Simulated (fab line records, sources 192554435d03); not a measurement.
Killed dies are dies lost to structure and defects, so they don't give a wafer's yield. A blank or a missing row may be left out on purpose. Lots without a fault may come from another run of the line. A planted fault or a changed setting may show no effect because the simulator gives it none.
Chamber matching | flow n5_finfet | N5_BEOL_M3_ALD_84 on ald_metal-04: 4 sister chambers
The step deposits TaN, pulse time 2 s, purge time 3 s, co reactant purge time 2 s. 27 wafers are shown with their chamber, then 12 later ones without.

WAFERS WITH THEIR CHAMBER
wafer  | chamber | heater_power_w (W) | mfc_carrier_sccm (sccm)
L075.2 | 2       | 489                | 1497
L075.4 | 1       | 438                | 1500
L075.5 | 0       | 429                | 1498
L074.2 | 1       | 437                | 1502
L074.3 | 2       | 491                | 1493
L074.6 | 1       | 437                | 1496
L076.1 | 3       | 506                | 1496
L076.4 | 1       | 450                | 1505
L076.5 | 1       | 447                | 1506
L079.2 | 2       | 501                | 1494
L079.3 | 1       | 448                | 1496
L079.6 | 2       | 482                | 1500
L078.1 | 1       | 455                | 1513
L078.2 | 2       | 496                | 1504
L078.5 | 3       | 486                | 1493
L083.1 | 2       | 490                | 1495
L083.2 | 1       | 448                | 1508
L083.6 | 2       | 503                | 1487
L085.1 | 2       | 492                | 1501
L085.3 | 0       | 418                | 1501
L085.6 | 3       | 495                | 1504
L086.3 | 3       | 510                | 1505
L086.4 | 1       | 456                | 1505
L086.5 | 3       | 493                | 1504
L088.3 | 3       | 488                | 1502
L088.5 | 1       | 448                | 1502
L088.6 | 2       | 503                | 1498

SIGNATURES (means of the wafers above)
reading          | chamber 0 | chamber 1 | chamber 2 | chamber 3 | scatter within a chamber
heater_power_w   | 423.50    | 446.40    | 494.11    | 496.33    | 7.74
mfc_carrier_sccm | 1499.50   | 1503.30   | 1496.56   | 1500.67   | 5.02
Rule: a wafer's distance from a chamber is the root of the sum, over the readings, of the square of ((its reading less the chamber's mean) divided by the reading's scatter). The wafer belongs to the nearest chamber; if the next one is less than 2 further off, it can't be placed. The scatter: the root of (the sum of the squares of (reading less its chamber's mean) over the shown wafers, divided by (wafers less chambers)).

WAFERS WITHOUT THEIR CHAMBER
wafer  | heater_power_w (W) | mfc_carrier_sccm (sccm)
L089.1 | 493                | 1499
L089.2 | 450                | 1504
L089.3 | 415                | 1500
L091.1 | 413                | 1499
L091.2 | 439                | 1493
L091.4 | 493                | 1494
L092.1 | 498                | 1503
L092.2 | 483                | 1490
L092.3 | 446                | 1500
L097.3 | 447                | 1505
L097.5 | 497                | 1498
L097.6 | 491                | 1497

WHICH CHAMBER EACH WENT THROUGH
wafer  | from the rows above     | in truth
L089.1 | can't be placed: 2 or 3 | 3
L089.2 | 1                       | 1
L089.3 | 0                       | 0
L091.1 | 0                       | 0
L091.2 | can't be placed: 1 or 0 | 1
L091.4 | can't be placed: 2 or 3 | 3
L092.1 | can't be placed: 3 or 2 | 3
L092.2 | can't be placed: 2 or 3 | 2
L092.3 | 1                       | 1
L097.3 | 1                       | 1
L097.5 | can't be placed: 2 or 3 | 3
L097.6 | can't be placed: 2 or 3 | 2
Placed correctly: 5 of 12. Can't be placed from these rows: 7 (the true chamber is among the candidates in 7). Placed wrongly: 0.
